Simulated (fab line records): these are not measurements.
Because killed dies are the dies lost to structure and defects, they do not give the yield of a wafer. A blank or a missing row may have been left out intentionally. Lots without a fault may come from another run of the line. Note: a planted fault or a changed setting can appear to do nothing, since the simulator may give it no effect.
Chamber matching || flow n5_finfet || 4 sister chambers for N5_BEOL_M10_STRIP_67 on rie_diel-02
The step strips in CF4. 18 wafers are shown with their chamber, then 9 later ones without.

WAFERS, EACH WITH ITS CHAMBER
{"wafer": "L080.1", "chamber": 1, "showerhead_plenum_p_Torr (Torr)": 1.83, "drypump_motor_current_A (A)": 5.0, "throttle_valve_pct (%)": 13.35}
{"wafer": "L080.4", "chamber": 0, "showerhead_plenum_p_Torr (Torr)": 1.70, "drypump_motor_current_A (A)": 5.6, "throttle_valve_pct (%)": 13.69}
{"wafer": "L080.6", "chamber": 1, "showerhead_plenum_p_Torr (Torr)": 1.83, "drypump_motor_current_A (A)": 5.0, "throttle_valve_pct (%)": 13.34}
{"wafer": "L085.2", "chamber": 2, "showerhead_plenum_p_Torr (Torr)": 1.84, "drypump_motor_current_A (A)": 5.9, "throttle_valve_pct (%)": 13.90}
{"wafer": "L085.4", "chamber": 3, "showerhead_plenum_p_Torr (Torr)": 1.84, "drypump_motor_current_A (A)": 5.4, "throttle_valve_pct (%)": 13.60}
{"wafer": "L085.6", "chamber": 2, "showerhead_plenum_p_Torr (Torr)": 1.84, "drypump_motor_current_A (A)": 5.9, "throttle_valve_pct (%)": 13.90}
{"wafer": "L088.2", "chamber": 0, "showerhead_plenum_p_Torr (Torr)": 1.69, "drypump_motor_current_A (A)": 5.7, "throttle_valve_pct (%)": 13.72}
{"wafer": "L088.5", "chamber": 1, "showerhead_plenum_p_Torr (Torr)": 1.83, "drypump_motor_current_A (A)": 4.9, "throttle_valve_pct (%)": 13.39}
{"wafer": "L088.6", "chamber": 2, "showerhead_plenum_p_Torr (Torr)": 1.84, "drypump_motor_current_A (A)": 5.9, "throttle_valve_pct (%)": 13.90}
{"wafer": "L086.1", "chamber": 2, "showerhead_plenum_p_Torr (Torr)": 1.84, "drypump_motor_current_A (A)": 5.9, "throttle_valve_pct (%)": 13.90}
{"wafer": "L086.2", "chamber": 0, "showerhead_plenum_p_Torr (Torr)": 1.69, "drypump_motor_current_A (A)": 5.7, "throttle_valve_pct (%)": 13.74}
{"wafer": "L086.4", "chamber": 3, "showerhead_plenum_p_Torr (Torr)": 1.84, "drypump_motor_current_A (A)": 5.4, "throttle_valve_pct (%)": 13.63}
{"wafer": "L090.2", "chamber": 2, "showerhead_plenum_p_Torr (Torr)": 1.84, "drypump_motor_current_A (A)": 5.9, "throttle_valve_pct (%)": 13.90}
{"wafer": "L090.3", "chamber": 3, "showerhead_plenum_p_Torr (Torr)": 1.84, "drypump_motor_current_A (A)": 5.4, "throttle_valve_pct (%)": 13.62}
{"wafer": "L090.4", "chamber": 0, "showerhead_plenum_p_Torr (Torr)": 1.69, "drypump_motor_current_A (A)": 5.7, "throttle_valve_pct (%)": 13.73}
{"wafer": "L089.3", "chamber": 3, "showerhead_plenum_p_Torr (Torr)": 1.84, "drypump_motor_current_A (A)": 5.4, "throttle_valve_pct (%)": 13.62}
{"wafer": "L089.4", "chamber": 0, "showerhead_plenum_p_Torr (Torr)": 1.69, "drypump_motor_current_A (A)": 5.7, "throttle_valve_pct (%)": 13.72}
{"wafer": "L089.5", "chamber": 2, "showerhead_plenum_p_Torr (Torr)": 1.84, "drypump_motor_current_A (A)": 5.9, "throttle_valve_pct (%)": 13.93}

SIGNATURES, as means of the wafers listed above
{"reading": "showerhead_plenum_p_Torr", "chamber 0": 1.6920, "chamber 1": 1.8300, "chamber 2": 1.8400, "chamber 3": 1.8400, "scatter within a chamber": 0.00239}
{"reading": "drypump_motor_current_A", "chamber 0": 5.680, "chamber 1": 4.967, "chamber 2": 5.900, "chamber 3": 5.400, "scatter within a chamber": 0.0324}
{"reading": "throttle_valve_pct", "chamber 0": 13.7200, "chamber 1": 13.3600, "chamber 2": 13.9050, "chamber 3": 13.6175, "scatter within a chamber": 0.017}
Rule: a wafer lies at a distance from a chamber equal to the root of the sum of squares, over the readings, of (its reading less the chamber's mean, divided by the reading's scatter). The wafer belongs to the nearest chamber; if the next one is less than 2 further off, it can't be placed. How the scatter is found: for the shown wafers, subtract from each reading the mean of its chamber, square and add these, divide the total by (wafers less chambers), then take the root.

WAFERS MISSING THEIR CHAMBER
{"wafer": "L091.1", "showerhead_plenum_p_Torr (Torr)": 1.82, "drypump_motor_current_A (A)": 5.0, "throttle_valve_pct (%)": 13.37}
{"wafer": "L091.3", "showerhead_plenum_p_Torr (Torr)": 1.83, "drypump_motor_current_A (A)": 5.9, "throttle_valve_pct (%)": 13.92}
{"wafer": "L091.4", "showerhead_plenum_p_Torr (Torr)": 1.82, "drypump_motor_current_A (A)": 5.0, "throttle_valve_pct (%)": 13.40}
{"wafer": "L093.1", "showerhead_plenum_p_Torr (Torr)": 1.69, "drypump_motor_current_A (A)": 5.6, "throttle_valve_pct (%)": 13.76}
{"wafer": "L093.2", "showerhead_plenum_p_Torr (Torr)": 1.83, "drypump_motor_current_A (A)": 5.4, "throttle_valve_pct (%)": 13.64}
{"wafer": "L093.3", "showerhead_plenum_p_Torr (Torr)": 1.82, "drypump_motor_current_A (A)": 5.0, "throttle_valve_pct (%)": 13.40}
{"wafer": "L095.2", "showerhead_plenum_p_Torr (Torr)": 1.82, "drypump_motor_current_A (A)": 5.0, "throttle_valve_pct (%)": 13.41}
{"wafer": "L095.4", "showerhead_plenum_p_Torr (Torr)": 1.69, "drypump_motor_current_A (A)": 5.6, "throttle_valve_pct (%)": 13.77}
{"wafer": "L095.5", "showerhead_plenum_p_Torr (Torr)": 1.82, "drypump_motor_current_A (A)": 5.0, "throttle_valve_pct (%)": 13.43}

WHICH CHAMBER EACH WENT THROUGH
{"wafer": "L091.1", "from the rows above": 1, "in truth": 1}
{"wafer": "L091.3", "from the rows above": 2, "in truth": 2}
{"wafer": "L091.4", "from the rows above": 1, "in truth": 1}
{"wafer": "L093.1", "from the rows above": 0, "in truth": 0}
{"wafer": "L093.2", "from the rows above": 3, "in truth": 3}
{"wafer": "L093.3", "from the rows above": 1, "in truth": 1}
{"wafer": "L095.2", "from the rows above": 1, "in truth": 1}
{"wafer": "L095.4", "from the rows above": 0, "in truth": 0}
{"wafer": "L095.5", "from the rows above": 1, "in truth": 1}
Correct placement for 9 of the 9. Can't be placed from these rows: 0. Wrongly placed: 0.
